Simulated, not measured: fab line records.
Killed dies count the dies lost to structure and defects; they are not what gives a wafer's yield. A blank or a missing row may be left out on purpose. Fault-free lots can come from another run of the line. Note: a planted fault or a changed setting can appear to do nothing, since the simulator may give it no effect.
Lot-split experiment + flow n5 finfet + on a route of 1938 steps: 7 lots, 21 wafers read

== ON THE SPLIT ==
At N5_PASSIVATION_SPUTTER_20 (material TaN, target thk 50 nm), the setting target thk a was moved away from the recipe's 500 angstrom on 6 of the 21 wafers read, by -13.1% to +10.0%. All remaining wafers had this setting at the recipe value.

The reading is taken at the split's own step.

== THE READING ==
TaN_of_PASSIVATION_SPUTTER_20.thk nm (the simulator's own value, which no gauge read), in nm, at N5_PASSIVATION_SPUTTER_20 (material TaN, target thk 50 nm). The file gives no usual value for it. Average 49.7 nm, standard deviation 0.77 nm, over the 15 wafers here run with the recipe.

| wafer  | tool, chamber at the split | target thk a as run, angstrom | against the recipe | TaN_of_PASSIVATION_SPUTTER_20.thk nm, nm | against lot-mates on the recipe |
|--------|----------------------------|-------------------------------|--------------------|------------------------------------------|---------------------------------|
| L079.1 | pvd sputter-03, -          | 500                           | recipe             | 48.8                                     | -                               |
| L079.3 | pvd sputter-03, -          | 500                           | recipe             | 50                                       | -                               |
| L079.5 | pvd sputter-03, -          | 500                           | recipe             | 49.2                                     | -                               |
| L080.2 | pvd sputter-03, -          | 473.1                         | -5.4%              | 47                                       | -1.8                            |
| L080.4 | pvd sputter-03, -          | 500                           | recipe             | 48.8                                     | -                               |
| L080.5 | pvd sputter-03, -          | 500                           | recipe             | 48.8                                     | -                               |
| L084.2 | pvd sputter-03, -          | 434.4                         | -13.1%             | 44.2                                     | -5.3                            |
| L084.3 | pvd sputter-03, -          | 500                           | recipe             | 49.6                                     | -                               |
| L084.4 | pvd sputter-03, -          | 500                           | recipe             | 49.4                                     | -                               |
| L089.2 | pvd sputter-03, -          | 500                           | recipe             | 50.6                                     | -                               |
| L089.3 | pvd sputter-03, -          | 500                           | recipe             | 49.4                                     | -                               |
| L089.6 | pvd sputter-03, -          | 500                           | recipe             | 49                                       | -                               |
| L091.3 | pvd sputter-02, -          | 500                           | recipe             | 49.2                                     | -                               |
| L091.5 | pvd sputter-02, -          | 460.7                         | -7.9%              | 45.6                                     | -4.0                            |
| L091.6 | pvd sputter-02, -          | 500                           | recipe             | 50                                       | -                               |
| L097.2 | pvd sputter-03, -          | 458.1                         | -8.4%              | 45.8                                     | -4.4                            |
| L097.4 | pvd sputter-03, -          | 458.1                         | -8.4%              | 45.2                                     | -5.0                            |
| L097.6 | pvd sputter-03, -          | 500                           | recipe             | 50.2                                     | -                               |
| L096.1 | pvd sputter-02, -          | 500                           | recipe             | 51                                       | -                               |
| L096.4 | pvd sputter-02, -          | 549.8                         | +10.0%             | 55.2                                     | +4.1                            |
| L096.5 | pvd sputter-02, -          | 500                           | recipe             | 51.2                                     | -                               |

THE FIT
A straight line over all 21 wafers: TaN_of_PASSIVATION_SPUTTER_20.thk nm changes by +0.488 nm for each +1% of target thk a; r = +0.96; the points scatter about the line by 0.74 nm.
The same after taking each lot's own level away (the mean of its wafers on the recipe; 21 wafers): +0.454 nm for each +1%; r = +0.97; scatter 0.53 nm.
Per that fit: largest target thk a move, reading shift of 6 nm.
The span of the lots' own levels, 48.80 to 51.10 nm, comes to 3.0 times the standard deviation stated above.
So the lot-to-lot level changes the slope little: the two slopes agree.
Check: with one of the wafers moved furthest among these (-13.1%) left out of the fit, the line predicts -6.4 nm for it against its lot-mates. It came out at -5.3 nm against them.

== THE OTHER SPLITS THESE WAFERS WENT THROUGH ==
These wafers also went through other splits before the reading. Each is held against what the fit with the lots' levels taken away leaves over:
| other split on the same wafers | wafers away from the commonest value | r with TaN_of_PASSIVATION_SPUTTER_20.thk nm (lot level and that fit taken away) |
|--------------------------------|--------------------------------------|---------------------------------------------------------------------------------|
| N5_BEOL_M6_EXPOSE_25 dose mj   | 7                                    | -0.21                                                                           |
| N5_BEOL_M6_ETCH_66 bias w      | 9                                    | +0.11                                                                           |
| N5_BEOL_M9_ILD_DEP_00 time s   | 7                                    | -0.05                                                                           |
| N5_BEOL_M9_DEP_56 time s       | 8                                    | +0.30                                                                           |
| N5_BEOL_M11_COAT_60 spin rpm   | 4                                    | -0.17                                                                           |
| N5_BEOL_M12_COAT_65 spin rpm   | 8                                    | +0.02                                                                           |
| N5_BEOL_M13_ETCH_68 time s     | 6                                    | +0.18                                                                           |
| N5_BEOL_M15_SPUTTER_43 power w | 11                                   | +0.27                                                                           |

== THE FILE'S OWN FIT ==
TaN_of_PASSIVATION_SPUTTER_20.thk nm changes by +0.442 nm for each +1% of target thk a, r = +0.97.
